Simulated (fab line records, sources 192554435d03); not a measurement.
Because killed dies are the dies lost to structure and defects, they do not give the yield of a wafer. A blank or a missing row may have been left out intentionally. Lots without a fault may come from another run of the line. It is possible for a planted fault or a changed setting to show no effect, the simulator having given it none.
fab line records	flow n5Finfet
record: lots: 24	wafers: 72	lastDay: 18
route steps=1938 shown BEOL_M4@1058 BEOL_M5@1112
lots that met no fault: from a run of the same line without faults
startH: hours from the record's first day to the start of the lot's first wafer shown	waitH: how many hours have passed since the lot's step before this one	" repeats the value in the row above	L1.1+2: a row that stands for several wafers	- either no value or no given start	* or withheld: withheld	< > ~ a bound
route shown NAME@n: names a module that has steps shown in the file, with the first one's number in the route	usual: the fault-free wafers' mean and standard deviation	same: alike in all rows	chamber/n: place in a boat	sites: readings site by site	_std_site: standard deviation of those values	_edge_site: outer sites' mean less inner sites'	radiusMm: how far each site lies from the wafer's centre	mask NAME#n: copy n	behind: the most recent tool/chamber to have shaped the wafer	hold: the reason the lot was held/the length of the hold in hours/how it ended	device: transistor that didn't switch, given as n, p or np	end of line: the tests these same wafers got at the end of their route	step lacking rows: just its recipe	killed: dies that structure and defects cost at the first sort, which is not the same as the wafer's yield	map: per-die view of a wafer (x killed, . not killed, _ where there is no die)
set.NAME: the setting that was run; set.NAME@STEP: the one run at that earlier step	model.NAME: the simulator's own value behind a step, which no gauge read
a sample of lots followed through the steps of the route, with each step as a table and each wafer as a row
services: the hour from which a tool's chamber was out of use, counted from the record's first day as startH (under 0 if before that day), plus the number of hours and why
== steps ==
step: N5_BEOL_M4_INSPECT_30
recipe: mode: adi	inspectInstrument: brightfield
usual: rawDefectCount: 384/76
lot.wafer	tool	chamber	startH	waitH	rawDefectCount
L074.1	defectInspect-01	-	151.49	0.1	268
L074.2	"	-	"	"	363
L074.3	"	-	"	"	277
L075.1	defectInspect-01	-	156.82	0.1	513
L075.4	"	-	"	"	461
L075.6	"	-	"	"	354
L077.4	defectInspect-02	-	174.50	0.0	502
L077.5	"	-	"	"	456
L077.6	"	-	"	"	614
L076.3	defectInspect-02	-	178.58	0.0	307
L076.4	"	-	"	"	352
L076.5	"	-	"	"	355
L079.1	defectInspect-02	-	183.79	0.1	344
L079.2	"	-	"	"	487
L079.3	"	-	"	"	376
L078.2	defectInspect-02	-	191.97	0.0	295
L078.4	"	-	"	"	352
L078.5	"	-	"	"	363
L080.2	defectInspect-02	-	201.30	0.0	318
L080.4	"	-	"	"	385
L080.5	"	-	"	"	363
L081.2	defectInspect-01	-	206.03	0.0	334
L081.3	"	-	"	"	258
L081.5	"	-	"	"	254
L083.1	defectInspect-02	-	206.09	0.1	600
L083.3	"	-	"	"	511
L083.4	"	-	"	"	408
L082.1	defectInspect-02	-	210.05	0.1	418
L082.4	"	-	"	"	389
L082.6	"	-	"	"	429
L084.1	defectInspect-01	-	219.14	0.1	346
L084.4	"	-	"	"	398
L084.6	"	-	"	"	354
L085.1	defectInspect-01	-	226.91	0.1	409
L085.2	"	-	"	"	332
L085.3	"	-	"	"	387
L086.3	defectInspect-01	-	239.40	0.0	283
L086.4	"	-	"	"	377
L086.6	"	-	"	"	349
L087.2	defectInspect-01	-	247.86	0.0	347
L087.3	"	-	"	"	370
L087.4	"	-	"	"	354
L088.3	defectInspect-02	-	250.81	0.0	425
L088.4	"	-	"	"	426
L088.5	"	-	"	"	376
L089.2	defectInspect-02	-	252.15	0.0	463
L089.4	"	-	"	"	402
L089.5	"	-	"	"	374
L090.1	defectInspect-02	-	261.73	0.1	667
L090.2	"	-	"	"	500
L090.3	"	-	"	"	519
L091.1	defectInspect-01	-	265.09	0.1	502
L091.5	"	-	"	"	402
L091.6	"	-	"	"	351
L092.1	defectInspect-02	-	265.71	0.1	359
L092.3	"	-	"	"	442
L092.4	"	-	"	"	437
L094.2	defectInspect-01	-	281.69	0.0	276
L094.3	"	-	"	"	393
L094.5	"	-	"	"	532
L093.2	defectInspect-02	-	283.48	0.0	351
L093.4	"	-	"	"	380
L093.6	"	-	"	"	456
L095.1	defectInspect-02	-	293.26	0.1	351
L095.4	"	-	"	"	400
L095.6	"	-	"	"	451
L096.1	defectInspect-02	-	301.16	0.1	407
L096.4	"	-	"	"	362
L096.6	"	-	"	"	383
L097.2	defectInspect-02	-	323.91	0.0	323
L097.5	"	-	"	"	359
L097.6	"	-	"	"	307
step: N5_BEOL_M4_ANNEAL_93
recipe: tempC: 400	timeS: 240	ambient: vacuum
usual: heaterPowerW: 814/61
lot.wafer	tool	chamber	startH	waitH	heaterPowerW
L074.1	pvdSputter-03	-	156.53	0.0	693
L074.2	"	-	"	"	655
L074.3	"	-	"	"	790
L075.1	pvdSputter-03	-	163.21	0.0	769
L075.4	"	-	"	"	651
L075.6	"	-	"	"	941
L077.4	pvdSputter-02	-	179.56	0.0	883
L077.5	"	-	"	"	794
L077.6	"	-	"	"	819
L076.3	pvdSputter-02	-	183.57	0.0	842
L076.4	"	-	"	"	847
L076.5	"	-	"	"	902
L079.1	pvdSputter-01	-	189.21	0.0	814
L079.2	"	-	"	"	737
L079.3	"	-	"	"	867
L078.2	pvdSputter-01	-	195.81	0.0	728
L078.4	"	-	"	"	808
L078.5	"	-	"	"	822
L080.2	pvdSputter-02	-	210.87	0.0	856
L080.4	"	-	"	"	794
L080.5	"	-	"	"	801
L081.2	pvdSputter-02	-	214.26	0.0	859
L081.3	"	-	"	"	768
L081.5	"	-	"	"	803
L083.1	pvdSputter-01	-	214.56	0.0	846
L083.3	"	-	"	"	731
L083.4	"	-	"	"	817
L082.1	pvdSputter-02	-	216.10	0.0	838
L082.4	"	-	"	"	875
L082.6	"	-	"	"	827
L084.1	pvdSputter-02	-	230.38	0.0	825
L084.4	"	-	"	"	868
L084.6	"	-	"	"	853
L085.1	pvdSputter-02	-	235.97	0.0	877
L085.2	"	-	"	"	836
L085.3	"	-	"	"	789
L086.3	pvdSputter-01	-	244.15	0.0	864
L086.4	"	-	"	"	792
L086.6	"	-	"	"	819
L087.2	pvdSputter-01	-	252.34	0.0	866
L087.3	"	-	"	"	809
L087.4	"	-	"	"	727
L088.3	pvdSputter-02	-	257.74	0.0	848
L088.4	"	-	"	"	827
L088.5	"	-	"	"	774
L089.2	pvdSputter-01	-	259.83	0.0	829
L089.4	"	-	"	"	862
L089.5	"	-	"	"	805
L090.1	pvdSputter-02	-	276.43	0.0	815
L090.2	"	-	"	"	866
L090.3	"	-	"	"	770
L091.1	pvdSputter-01	-	281.91	0.0	820
L091.5	"	-	"	"	839
L091.6	"	-	"	"	740
L092.1	pvdSputter-02	-	283.21	0.0	836
L092.3	"	-	"	"	875
L092.4	"	-	"	"	771
L094.2	pvdSputter-01	-	286.34	0.0	732
L094.3	"	-	"	"	812
L094.5	"	-	"	"	811
L093.2	pvdSputter-01	-	290.86	0.0	881
L093.4	"	-	"	"	803
L093.6	"	-	"	"	728
L095.1	pvdSputter-03	-	298.16	0.0	948
L095.4	"	-	"	"	671
L095.6	"	-	"	"	697
L096.1	pvdSputter-01	-	314.50	0.0	797
L096.4	"	-	"	"	731
L096.6	"	-	"	"	819
L097.2	pvdSputter-01	-	328.37	0.0	850
L097.5	"	-	"	"	854
L097.6	"	-	"	"	844
step: N5_BEOL_M4_SPUTTER_96
recipe: material: Cu	targetThkA: 45	tempC: -20	chamberPressurePa: 0.07	powerW: withheld	timeS: 8.29
usual: throttleValvePct: 29.8/0.88
lot.wafer	tool	chamber	startH	waitH	throttleValvePct
L074.1	pvdSputter-03	-	156.89	0.1	30.7
L074.2	"	-	"	"	29.4
L074.3	"	-	"	"	30.0
L075.1	pvdSputter-03	-	163.57	0.1	30.1
L075.4	"	-	"	"	29.2
L075.6	"	-	"	"	29.5
L077.4	pvdSputter-02	-	179.92	0.1	27.9
L077.5	"	-	"	"	29.0
L077.6	"	-	"	"	30.9
L076.3	pvdSputter-02	-	183.93	0.1	30.7
L076.4	"	-	"	"	30.5
L076.5	"	-	"	"	28.0
L079.1	pvdSputter-01	-	189.57	0.1	29.1
L079.2	"	-	"	"	29.4
L079.3	"	-	"	"	30.0
L078.2	pvdSputter-01	-	196.17	0.1	29.5
L078.4	"	-	"	"	29.3
L078.5	"	-	"	"	29.1
L080.2	pvdSputter-02	-	211.23	0.1	30.8
L080.4	"	-	"	"	28.8
L080.5	"	-	"	"	29.2
L081.2	pvdSputter-02	-	214.62	0.1	30.5
L081.3	"	-	"	"	29.1
L081.5	"	-	"	"	29.2
L083.1	pvdSputter-01	-	214.92	0.1	30.1
L083.3	"	-	"	"	29.4
L083.4	"	-	"	"	28.8
L082.1	pvdSputter-02	-	216.46	0.1	30.5
L082.4	"	-	"	"	27.9
L082.6	"	-	"	"	30.9
L084.1	pvdSputter-02	-	230.74	0.1	28.9
L084.4	"	-	"	"	28.0
L084.6	"	-	"	"	30.5
L085.1	pvdSputter-02	-	236.33	0.1	28.2
L085.2	"	-	"	"	31.1
L085.3	"	-	"	"	29.1
L086.3	pvdSputter-01	-	244.51	0.1	30.1
L086.4	"	-	"	"	30.8
L086.6	"	-	"	"	30.9
L087.2	pvdSputter-01	-	252.70	0.1	30.0
L087.3	"	-	"	"	30.7
L087.4	"	-	"	"	29.5
L088.3	pvdSputter-02	-	258.10	0.1	30.7
L088.4	"	-	"	"	30.7
L088.5	"	-	"	"	29.1
L089.2	pvdSputter-01	-	260.19	0.1	28.9
L089.4	"	-	"	"	30.6
L089.5	"	-	"	"	29.0
L090.1	pvdSputter-02	-	276.79	0.1	30.9
L090.2	"	-	"	"	28.2
L090.3	"	-	"	"	29.1
L091.1	pvdSputter-01	-	282.27	0.1	30.7
L091.5	"	-	"	"	30.6
L091.6	"	-	"	"	29.5
L092.1	pvdSputter-02	-	283.57	0.1	31.1
L092.3	"	-	"	"	28.1
L092.4	"	-	"	"	29.0
L094.2	pvdSputter-01	-	286.70	0.1	29.3
L094.3	"	-	"	"	30.8
L094.5	"	-	"	"	28.8
L093.2	pvdSputter-01	-	291.22	0.1	30.1
L093.4	"	-	"	"	30.9
L093.6	"	-	"	"	30.0
L095.1	pvdSputter-03	-	298.52	0.1	29.4
L095.4	"	-	"	"	29.5
L095.6	"	-	"	"	30.7
L096.1	pvdSputter-01	-	314.86	0.1	30.7
L096.4	"	-	"	"	29.5
L096.6	"	-	"	"	28.8
L097.2	pvdSputter-01	-	328.73	0.1	30.1
L097.5	"	-	"	"	30.2
L097.6	"	-	"	"	29.0
step: N5_BEOL_M4_RS_MEAS_58
recipe: thkMeasGauge: four-point-probe	reads: Co_of_BEOL_M4_CO_CAP_55+Cu_of_BEOL_M4_ECD_50+Co_of_BEOL_M4_CVD_47+TaN_of_BEOL_M4_ALD_84
usual: M4_RS: 0.68/0.044
lot.wafer	tool	chamber	startH	waitH	M4_RS[ohm/sq]
L074.1	filmMetro-02	-	157.94	0.0	0.67
L074.2	"	-	"	"	0.76
L074.3	"	-	"	"	0.67
L075.1	filmMetro-02	-	164.80	0.0	0.68
L075.4	"	-	"	"	0.71
L075.6	"	-	"	"	0.74
L077.4	filmMetro-01	-	181.00	0.1	0.72
L077.5	"	-	"	"	0.62
L077.6	"	-	"	"	0.66
L076.3	filmMetro-02	-	184.99	0.1	0.70
L076.4	"	-	"	"	0.66
L076.5	"	-	"	"	0.68
L079.1	filmMetro-02	-	191.04	0.0	0.71
L079.2	"	-	"	"	0.70
L079.3	"	-	"	"	0.63
L078.2	filmMetro-01	-	197.22	0.1	0.66
L078.4	"	-	"	"	0.68
L078.5	"	-	"	"	0.67
L080.2	filmMetro-01	-	212.42	0.1	0.73
L080.4	"	-	"	"	0.74
L080.5	"	-	"	"	0.69
L081.2	filmMetro-02	-	215.70	0.1	0.74
L081.3	"	-	"	"	0.78
L081.5	"	-	"	"	0.71
L083.1	filmMetro-02	-	215.97	0.0	0.68
L083.3	"	-	"	"	0.67
L083.4	"	-	"	"	0.66
L082.1	filmMetro-01	-	217.60	0.1	0.65
L082.4	"	-	"	"	0.68
L082.6	"	-	"	"	0.68
L084.1	filmMetro-02	-	231.79	0.0	0.64
L084.4	"	-	"	"	0.69
L084.6	"	-	"	"	0.69
L085.1	filmMetro-01	-	237.57	0.0	0.64
L085.2	"	-	"	"	0.65
L085.3	"	-	"	"	0.62
L086.3	filmMetro-02	-	245.55	0.1	0.66
L086.4	"	-	"	"	0.64
L086.6	"	-	"	"	0.59
L087.2	filmMetro-01	-	253.75	0.1	0.69
L087.3	"	-	"	"	0.66
L087.4	"	-	"	"	0.68
L088.3	filmMetro-01	-	259.15	0.1	0.65
L088.4	"	-	"	"	0.74
L088.5	"	-	"	"	0.71
L089.2	filmMetro-01	-	261.24	0.1	0.64
L089.4	"	-	"	"	0.67
L089.5	"	-	"	"	0.68
L090.1	filmMetro-02	-	277.84	0.0	0.72
L090.2	"	-	"	"	0.67
L090.3	"	-	"	"	0.72
L091.1	filmMetro-02	-	283.32	0.0	0.75
L091.5	"	-	"	"	0.69
L091.6	"	-	"	"	0.78
L092.1	filmMetro-01	-	284.62	0.0	0.64
L092.3	"	-	"	"	0.67
L092.4	"	-	"	"	0.74
L094.2	filmMetro-01	-	288.01	0.1	0.66
L094.3	"	-	"	"	0.74
L094.5	"	-	"	"	0.68
L093.2	filmMetro-02	-	292.29	0.1	0.69
L093.4	"	-	"	"	0.68
L093.6	"	-	"	"	0.72
L095.1	filmMetro-02	-	299.57	0.0	0.61
L095.4	"	-	"	"	0.71
L095.6	"	-	"	"	0.73
L096.1	filmMetro-02	-	315.91	0.1	0.64
L096.4	"	-	"	"	0.69
L096.6	"	-	"	"	0.61
L097.2	filmMetro-02	-	329.89	0.1	0.60
L097.5	"	-	"	"	0.63
L097.6	"	-	"	"	0.64
step: N5_BEOL_M4_RC_MEAS_101
usual: DIBL_N: 37.4/2.1	DIBL_P: 37.8/2.5	IOFF_N: 0.19/0.045	IOFF_P: 0.24/0.05	ION_N: 682/16	ION_P: 467/11	SS_N: 71.9/0.67	SS_P: 73.6/0.76	VT_N: 247/3.6	VT_P: -248/3.6
lot.wafer	tool	chamber	startH	waitH	DIBL_N[mV/V]	DIBL_P[mV/V]	IOFF_N[nA/um]	IOFF_P[nA/um]	ION_N[uA/um]	ION_P[uA/um]	SS_N[mV/dec]	SS_P[mV/dec]	VT_N[mV]	VT_P[mV]
L074.1	prober-01	0	157.99	0.0	36.8	38.7	0.19	0.25	670	461	72.3	75.0	249	-249
L074.2	"	0	"	"	37.8	39.0	0.23	0.27	679	460	72.1	74.4	246	-247
L074.3	"	0	"	"	33.9	34.3	0.14	0.17	664	451	71.3	72.5	251	-252
L075.1	prober-02	0	164.85	0.0	38.1	39.5	0.21	0.28	690	475	71.5	73.1	244	-245
L075.4	"	0	"	"	38.6	39.0	0.22	0.29	698	479	71.9	73.1	243	-244
L075.6	"	0	"	"	36.7	37.9	0.19	0.28	696	477	71.7	72.5	241	-243
L077.4	prober-01	0	181.53	0.5	35.6	35.8	0.15	0.19	685	467	72.0	73.5	249	-253
L077.5	"	0	"	"	35.5	36.7	0.14	0.21	666	463	71.5	73.2	252	-252
L077.6	"	0	"	"	37.0	36.9	0.16	0.22	669	458	71.8	73.8	249	-249
L076.3	prober-02	0	185.35	0.3	35.1	34.3	0.15	0.19	694	475	71.3	72.7	249	-252
L076.4	"	0	"	"	37.9	36.8	0.19	0.22	690	465	72.0	73.8	244	-249
L076.5	"	0	"	"	36.0	33.6	0.14	0.18	650	447	72.1	73.1	253	-252
L079.1	prober-02	0	191.10	0.0	38.9	39.8	0.23	0.29	704	477	73.0	74.0	242	-244
L079.2	"	0	"	"	35.4	36.1	0.16	0.22	665	459	72.0	73.6	245	-246
L079.3	"	0	"	"	33.9	34.6	0.13	0.20	682	477	71.7	72.8	250	-250
L078.2	prober-02	0	197.43	0.2	36.7	36.8	0.16	0.21	680	463	71.6	72.6	250	-251
L078.4	"	0	"	"	37.8	38.5	0.19	0.25	689	465	72.7	73.0	248	-250
L078.5	"	0	"	"	39.9	39.8	0.22	0.29	668	458	73.3	74.1	246	-246
L080.2	prober-02	0	212.62	0.2	36.2	37.4	0.16	0.22	689	470	71.4	73.9	247	-248
L080.4	"	0	"	"	39.3	40.2	0.25	0.25	679	455	72.5	74.0	244	-247
L080.5	"	0	"	"	35.6	36.6	0.16	0.21	695	473	72.0	73.1	249	-249
L081.2	prober-02	0	215.91	0.2	38.6	38.7	0.20	0.21	692	458	72.2	74.4	246	-255
L081.3	"	0	"	"	36.3	36.8	0.16	0.19	667	448	72.1	73.4	246	-254
L081.5	"	0	"	"	38.6	39.7	0.21	0.24	699	467	72.4	74.1	245	-252
L083.1	prober-01	0	216.02	0.0	39.8	40.5	0.25	0.28	692	464	72.8	74.2	242	-244
L083.3	"	0	"	"	40.0	40.1	0.23	0.26	670	451	72.4	74.1	248	-248
L083.4	"	0	"	"	35.1	36.0	0.15	0.21	684	467	70.8	72.1	247	-249
L082.1	prober-01	0	217.65	0.0	40.9	43.1	0.31	0.38	709	491	72.6	75.3	238	-241
L082.4	"	0	"	"	33.8	33.3	0.12	0.18	663	464	71.0	72.5	254	-251
L082.6	"	0	"	"	36.3	36.8	0.18	0.25	711	492	71.1	73.5	247	-245
L084.1	prober-01	0	231.84	0.0	37.0	37.4	0.17	0.23	688	469	71.7	73.8	249	-246
L084.4	"	0	"	"	42.1	43.0	0.29	0.36	691	468	72.6	74.5	244	-241
L084.6	"	0	"	"	38.8	39.4	0.19	0.26	669	458	71.3	73.7	249	-245
L085.1	prober-01	0	237.62	0.0	39.5	38.9	0.24	0.29	695	475	72.4	74.2	243	-245
L085.2	"	0	"	"	35.7	35.8	0.16	0.22	697	478	71.2	72.9	247	-246
L085.3	"	0	"	"	39.3	38.4	0.24	0.27	678	461	72.7	73.1	244	-245
L086.3	prober-01	0	245.91	0.3	41.3	43.0	0.24	0.33	676	463	72.7	74.0	245	-246
L086.4	"	0	"	"	40.2	42.4	0.24	0.32	695	479	72.9	74.7	245	-247
L086.6	"	0	"	"	39.6	40.5	0.23	0.28	713	481	72.3	74.7	245	-246
L087.2	prober-02	0	254.80	1.0	34.6	33.4	0.14	0.15	664	440	71.1	73.0	254	-256
L087.3	"	0	"	"	38.8	39.6	0.23	0.23	696	459	72.3	74.1	244	-251
L087.4	"	0	"	"	39.8	42.2	0.24	0.29	681	457	71.7	74.8	244	-248
L088.3	prober-02	0	259.51	0.3	38.9	38.7	0.21	0.27	671	464	72.6	74.2	245	-245
L088.4	"	0	"	"	41.0	41.4	0.25	0.33	671	463	73.6	75.0	244	-241
L088.5	"	0	"	"	38.5	37.7	0.21	0.26	693	470	73.0	73.8	244	-244
L089.2	prober-01	0	261.45	0.2	38.8	38.7	0.21	0.27	692	475	72.8	74.2	244	-249
L089.4	"	0	"	"	40.4	40.0	0.24	0.29	675	460	72.8	74.3	248	-247
L089.5	"	0	"	"	39.0	38.3	0.19	0.26	662	456	73.4	74.4	250	-251
L090.1	prober-02	0	277.89	0.0	36.5	36.2	0.16	0.21	671	456	71.4	73.0	248	-249
L090.2	"	0	"	"	35.8	36.9	0.16	0.22	687	474	71.8	73.5	250	-250
L090.3	"	0	"	"	36.6	37.4	0.18	0.25	693	472	72.0	73.6	246	-247
L091.1	prober-01	0	283.37	0.0	40.4	43.3	0.25	0.38	675	465	72.9	75.2	243	-243
L091.5	"	0	"	"	37.5	37.7	0.17	0.23	663	453	72.1	72.9	252	-249
L091.6	"	0	"	"	40.2	42.0	0.26	0.35	710	484	71.9	74.2	241	-239
L092.1	prober-02	0	284.67	0.0	35.6	35.6	0.14	0.19	664	455	70.8	72.3	251	-248
L092.3	"	0	"	"	39.4	38.5	0.20	0.23	665	451	71.8	73.0	249	-250
L092.4	"	0	"	"	41.2	40.6	0.23	0.26	698	469	72.2	73.4	246	-249
L094.2	prober-02	0	288.22	0.2	37.6	37.5	0.20	0.27	715	493	71.5	73.7	246	-244
L094.3	"	0	"	"	36.0	35.7	0.18	0.25	696	476	71.3	74.2	245	-246
L094.5	"	0	"	"	36.1	36.6	0.19	0.28	697	485	71.0	74.0	247	-242
L093.2	prober-01	0	292.49	0.2	35.8	34.2	0.13	0.18	677	471	70.6	72.6	252	-251
L093.4	"	0	"	"	36.1	33.9	0.14	0.19	681	471	70.8	72.5	251	-250
L093.6	"	0	"	"	38.4	36.6	0.16	0.22	673	465	71.3	73.1	252	-249
L095.1	prober-02	0	299.62	0.0	31.5	31.3	0.10	0.15	654	459	70.0	71.4	254	-254
L095.4	"	0	"	"	34.3	34.7	0.14	0.19	665	465	71.4	72.7	250	-248
L095.6	"	0	"	"	34.5	35.4	0.14	0.20	667	463	71.7	72.8	250	-251
L096.1	prober-01	0	315.96	0.0	36.1	36.7	0.15	0.20	659	448	71.9	72.8	251	-252
L096.4	"	0	"	"	35.7	36.4	0.15	0.21	656	452	71.4	73.3	248	-249
L096.6	"	0	"	"	35.1	36.8	0.14	0.21	673	461	72.2	73.0	250	-252
L097.2	prober-02	0	330.09	0.2	32.9	33.6	0.11	0.19	677	477	70.8	72.6	253	-247
L097.5	"	0	"	"	37.6	38.6	0.20	0.29	699	483	72.1	74.1	245	-245
L097.6	"	0	"	"	31.9	32.6	0.10	0.18	665	468	71.5	72.6	257	-248
step: N5_BEOL_M5_ILD_DEP_00
recipe: material: SiCOH_lowk	targetThkA: 1406.4	tempC: 300	precursor: DEMS/porogen	pressureTorr: 5	rfW: 500	timeS: 25.9
usual: heaterPowerW: 288/42	rfFwdPowerW: 495.0/1.8	showerheadPlenumPTorr: 5.741/0.018	throttleValvePct: 13.8/0.54
lot.wafer	tool	chamber	startH	waitH	heaterPowerW	rfFwdPowerW	showerheadPlenumPTorr	throttleValvePct
L074.1	pecvd-01	0	158.96	0.8	353	494.2	5.762	13.6
L074.2	"	2	"	"	255	493.9	5.736	13.2
L074.3	"	1	"	"	235	496.6	5.739	13.3
L075.1	pecvd-03	1	165.81	0.8	310	493.8	5.744	14.5
L075.4	"	1	"	"	320	496.0	5.743	14.4
L075.6	"	1	"	"	316	494.3	5.750	14.5
L077.4	pecvd-03	2	182.05	0.4	277	492.8	5.747	13.1
L077.5	"	0	"	"	304	498.1	5.714	13.5
L077.6	"	1	"	"	302	494.7	5.739	14.4
L076.3	pecvd-03	1	186.00	0.5	320	495.9	5.760	14.4
L076.4	"	2	"	"	290	495.9	5.751	13.2
L076.5	"	0	"	"	300	495.8	5.736	13.9
L079.1	pecvd-02	0	192.06	0.8	290	494.9	5.744	14.2
L079.2	"	1	"	"	292	492.6	5.765	14.5
L079.3	"	2	"	"	227	493.9	5.698	13.8
L078.2	pecvd-02	1	198.24	0.7	283	492.8	5.774	14.8
L078.4	"	0	"	"	249	496.2	5.756	14.3
L078.5	"	2	"	"	266	498.2	5.722	13.9
L080.2	pecvd-02	0	213.43	0.7	260	494.0	5.733	14.2
L080.4	"	1	"	"	327	495.2	5.758	14.6
L080.5	"	0	"	"	264	494.9	5.760	14.3
L081.2	pecvd-03	1	216.71	0.7	311	493.3	5.744	14.5
L081.3	"	0	"	"	318	494.4	5.742	13.9
L081.5	"	1	"	"	312	491.6	5.742	14.5
L083.1	pecvd-01	0	216.98	0.8	345	495.1	5.775	13.6
L083.3	"	0	"	"	344	499.1	5.772	13.7
L083.4	"	1	"	"	213	495.1	5.740	13.2
L082.1	pecvd-02	0	218.62	0.8	293	492.7	5.764	14.2
L082.4	"	0	"	"	227	495.5	5.759	14.2
L082.6	"	2	"	"	275	496.1	5.725	13.6
L084.1	pecvd-02	0	232.80	0.8	264	495.5	5.764	14.1
L084.4	"	0	"	"	283	495.3	5.751	14.3
L084.6	"	1	"	"	283	489.5	5.764	14.6
L085.1	pecvd-03	1	238.59	0.8	260	494.5	5.754	14.6
L085.2	"	2	"	"	294	496.0	5.737	13.5
L085.3	"	0	"	"	286	495.7	5.727	14.0
L086.3	pecvd-02	0	246.58	0.5	286	495.0	5.745	14.3
L086.4	"	0	"	"	290	493.8	5.755	14.1
L086.6	"	2	"	"	245	498.9	5.695	13.9
L087.2	pecvd-03	0	255.61	0.7	330	499.6	5.712	13.9
L087.3	"	1	"	"	309	493.6	5.746	14.2
L087.4	"	2	"	"	290	497.1	5.727	13.2
L088.3	pecvd-02	0	260.17	0.5	291	495.1	5.764	14.1
L088.4	"	1	"	"	295	494.0	5.763	14.6
L088.5	"	2	"	"	270	498.4	5.705	14.1
L089.2	pecvd-01	2	262.26	0.7	303	494.2	5.745	12.8
L089.4	"	2	"	"	305	494.4	5.737	12.7
L089.5	"	1	"	"	226	495.2	5.728	13.5
L090.1	pecvd-03	1	278.86	0.8	294	493.9	5.755	14.4
L090.2	"	2	"	"	285	496.6	5.735	13.5
L090.3	"	0	"	"	286	496.5	5.727	13.8
L091.1	pecvd-01	0	284.35	0.8	385	496.4	5.751	13.7
L091.5	"	0	"	"	367	494.5	5.746	13.9
L091.6	"	1	"	"	243	493.3	5.746	13.5
L092.1	pecvd-01	1	285.64	0.8	218	494.5	5.731	13.4
L092.3	"	0	"	"	391	498.5	5.753	13.5
L092.4	"	1	"	"	220	495.4	5.737	13.0
L094.2	pecvd-02	1	289.02	0.7	318	495.2	5.760	14.7
L094.3	"	0	"	"	221	494.2	5.772	14.1
L094.5	"	1	"	"	321	493.1	5.769	14.6
L093.2	pecvd-01	2	293.30	0.7	289	495.7	5.744	12.7
L093.4	"	0	"	"	398	493.6	5.758	13.5
L093.6	"	2	"	"	292	494.9	5.733	12.8
L095.1	pecvd-01	2	300.58	0.8	321	495.8	5.757	13.0
L095.4	"	0	"	"	323	494.2	5.756	13.7
L095.6	"	1	"	"	220	498.1	5.747	13.0
L096.1	pecvd-03	1	316.93	0.8	305	493.7	5.732	14.5
L096.4	"	1	"	"	312	495.6	5.757	14.4
L096.6	"	2	"	"	260	496.2	5.724	13.2
L097.2	pecvd-03	2	330.91	0.7	300	494.1	5.745	13.1
L097.5	"	0	"	"	274	493.4	5.730	14.1
L097.6	"	2	"	"	235	493.7	5.746	13.4
== services ==
tool	chamber	startH	hours	kind
pecvd-02	-	140.79	14.6	pm
pecvd-03	2	165.01	2.1	scheduledDown
pecvd-02	2	166.02	23.7	repair
pecvd-03	0	175.21	5.5	scheduledDown
pecvd-01	0	175.57	5.5	scheduledDown
pecvd-01	-	188.36	0.8	repair
pecvd-03	1	189.02	5.5	scheduledDown
pecvd-02	0	200.13	5.0	scheduledDown
pecvd-01	2	202.38	-	clean
pecvd-01	2	202.38	-	consumableReplace:showerhead
pecvd-01	2	202.38	29.0	scheduledDown
pecvd-01	2	202.38	29.0	ventCycle
pecvd-02	-	239.60	1.0	repair
pecvd-01	-	242.73	2.0	repair
pecvd-01	1	268.27	3.6	repair
pvdSputter-02	-	305.99	6.3	repair
pecvd-01	2	314.61	4.8	repair
pecvd-01	0	326.49	2.1	scheduledDown
== key ==
fault none
